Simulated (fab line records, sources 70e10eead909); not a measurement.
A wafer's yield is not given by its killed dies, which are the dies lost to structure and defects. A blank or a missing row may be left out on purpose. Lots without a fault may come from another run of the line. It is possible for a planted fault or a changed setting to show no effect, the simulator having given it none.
One fault seen from 3 desks || flow nand-harc || every desk sees just its own numbers, and what lay behind them comes last

## THE METROLOGY DESK
Means of the sampled wafers that have a number, per lot and without regard to the tool the lot ran on: this is what the gauges read. A lot is out of limits, marked OUT, if its mean lies more than 4 standard deviations from the usual mean; the brackets give that distance.
Columns: A = cd-nm at NHARC_A_BONDPAD_CD_MEAS_13, usual 501 nm
{"lot": "L629", "first seen here": "day 23 13:49", "A": 499}
{"lot": "L634", "first seen here": "day 26 08:41", "A": 505}
{"lot": "L637", "first seen here": "day 26 09:48", "A": 499}
{"lot": "L641", "first seen here": "day 28 10:14", "A": 498}
{"lot": "L645", "first seen here": "day 29 23:25", "A": 502}
{"lot": "L643", "first seen here": "day 30 04:39", "A": 497}
{"lot": "L646", "first seen here": "day 30 17:17", "A": 500}
{"lot": "L647", "first seen here": "day 30 18:47", "A": 497}
{"lot": "L648", "first seen here": "day 31 08:37", "A": 503}
{"lot": "L649", "first seen here": "day 31 10:49", "A": 505}
{"lot": "L651", "first seen here": "day 32 10:53", "A": 499}
{"lot": "L650", "first seen here": "day 32 13:27", "A": 504}
{"lot": "L652", "first seen here": "day 32 14:07", "A": 501}
Result from this desk: across the 13 lots, nothing is out of limits.

## THE DEFECT DESK
For each lot, the counts of the inspections along the route, averaged over the sampled wafers that have a number. A lot is out of limits, marked OUT, if its mean lies more than 4 standard deviations from the usual mean; the brackets give that distance.
Columns: A = raw-defect-count at NHARC_THIN_TSV_INSPECT_40, usual 534
{"lot": "L629", "first seen here": "day 24 16:34", "A": 452}
{"lot": "L637", "first seen here": "day 27 10:38", "A": 549}
{"lot": "L634", "first seen here": "day 27 10:38", "A": 620}
{"lot": "L641", "first seen here": "day 29 13:44", "A": 521}
{"lot": "L645", "first seen here": "day 31 02:34", "A": 540}
{"lot": "L643", "first seen here": "day 31 07:35", "A": 469}
{"lot": "L646", "first seen here": "day 31 23:00", "A": 440}
{"lot": "L647", "first seen here": "day 31 23:00", "A": 493}
{"lot": "L648", "first seen here": "day 32 15:05", "A": 542}
{"lot": "L649", "first seen here": "day 32 15:05", "A": 533}
{"lot": "L651", "first seen here": "day 33 13:49", "A": 571}
{"lot": "L650", "first seen here": "day 33 13:50", "A": 556}
{"lot": "L652", "first seen here": "day 33 13:50", "A": 519}
Result from this desk: across the 13 lots, nothing is out of limits.

## AT THE TOOL OWNER'S DESK: rie-metal-03
The tool's own readings at NHARC_THIN_TSV_ETCH_36 (etches the open film in Cl2/BCl3, target depth 65 nm, time 18.571 s): means of the sampled wafers that have a number, for each lot that ran on this tool. A lot is out of limits, marked OUT, if its mean lies more than 4 standard deviations from the usual mean; the brackets give that distance.
Columns: A = drypump-motor-current-A at NHARC_THIN_TSV_ETCH_36, usual 5.52 A; B = oes-product-au at NHARC_THIN_TSV_ETCH_36, usual 1.004 a.u.; C = run-length-s at NHARC_THIN_TSV_ETCH_36, usual 39.9 s
{"lot": "L637", "first seen here": "day 27 07:08", "A": 5.23, "B": 1.016, "C": "36.9 (-9.7) OUT"}
{"lot": "L648", "first seen here": "day 32 09:40", "A": 5.24, "B": 0.996, "C": 40.0}
{"lot": "L650", "first seen here": "day 33 08:53", "A": 5.16, "B": 1.012, "C": 39.9}
This desk's verdict: out of limits on L637, starting with L637 at day 27 07:08 (run-length-s at NHARC_THIN_TSV_ETCH_36). In limits: L648, L650.

## TAKEN TOGETHER
On L637, at day 27 07:08, an alarm was possible from the tool owner's desk.
From the metrology desk's view, nothing was out of limits.
No out-of-limits result turned up at the defect desk.
The metrology desk holds a record of L637, inside its limits.
The defect desk has L637 on record, within its limits.
Every lot named ran NHARC_THIN_TSV_ETCH_36 on rie-metal-03.

## WHAT THE SIMULATOR HAD INSERTED
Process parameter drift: rie-metal-03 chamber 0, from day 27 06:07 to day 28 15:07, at NHARC_THIN_TSV_ETCH_36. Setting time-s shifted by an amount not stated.
Lots struck among those shown: L637.
Each desk's first reading out of limits, in hours after the fault started: the tool owner's desk, 1.
